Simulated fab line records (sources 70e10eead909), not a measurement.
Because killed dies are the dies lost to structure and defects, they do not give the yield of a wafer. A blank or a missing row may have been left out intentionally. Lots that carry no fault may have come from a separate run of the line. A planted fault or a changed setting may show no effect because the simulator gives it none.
Matching of chambers	flow nand harc	3 sister chambers for NHARC_A_DECK1_JOINT_DEP_16 on pecvd-03
The step deposits SiO2, target thk 45 nm. 6 wafers are shown with their chamber, then 8 later ones without.

## WAFERS PAIRED WITH THEIR CHAMBERS
wafer	chamber	showerhead vpp V (V)	heater power w (W)
L082.6	1	1946	666
L083.2	1	1891	594
L089.1	2	1793	477
L089.3	0	1694	369
L089.4	0	1727	359
L090.4	2	1821	550

## WAFERS WITHOUT THEIR CHAMBER
wafer	showerhead vpp V (V)	heater power w (W)
L090.5	1738	367
L090.6	1921	591
L093.1	1689	451
L093.5	1737	472
L093.6	1936	554
L097.1	1792	471
L097.2	1943	683
L097.6	1810	465

## CHAMBER TAKEN BY EACH
wafer	from the rows above	in truth
L090.5	0	0
L090.6	1	1
L093.1	0	0
L093.5	can't be placed: 2 or 0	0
L093.6	1	1
L097.1	2	2
L097.2	1	1
L097.6	2	2
Correct placement for 7 of the 8. Can't be placed from these rows: 1 (the true chamber is among the candidates in 1). Wrongly placed: 0.
How it was worked out, from the rows above alone: a wafer's distance from a chamber is the root of the sum, over the readings, of the square of ((its reading less the chamber's mean) divided by the reading's scatter). The wafer belongs to the nearest chamber; if the next one is less than 2 further off, it can't be placed. For every chamber, the mean is computed from those of its wafers that are shown. How the scatter is found: for the shown wafers, subtract from each reading the mean of its chamber, square and add these, divide the total by (wafers less chambers), then take the root.
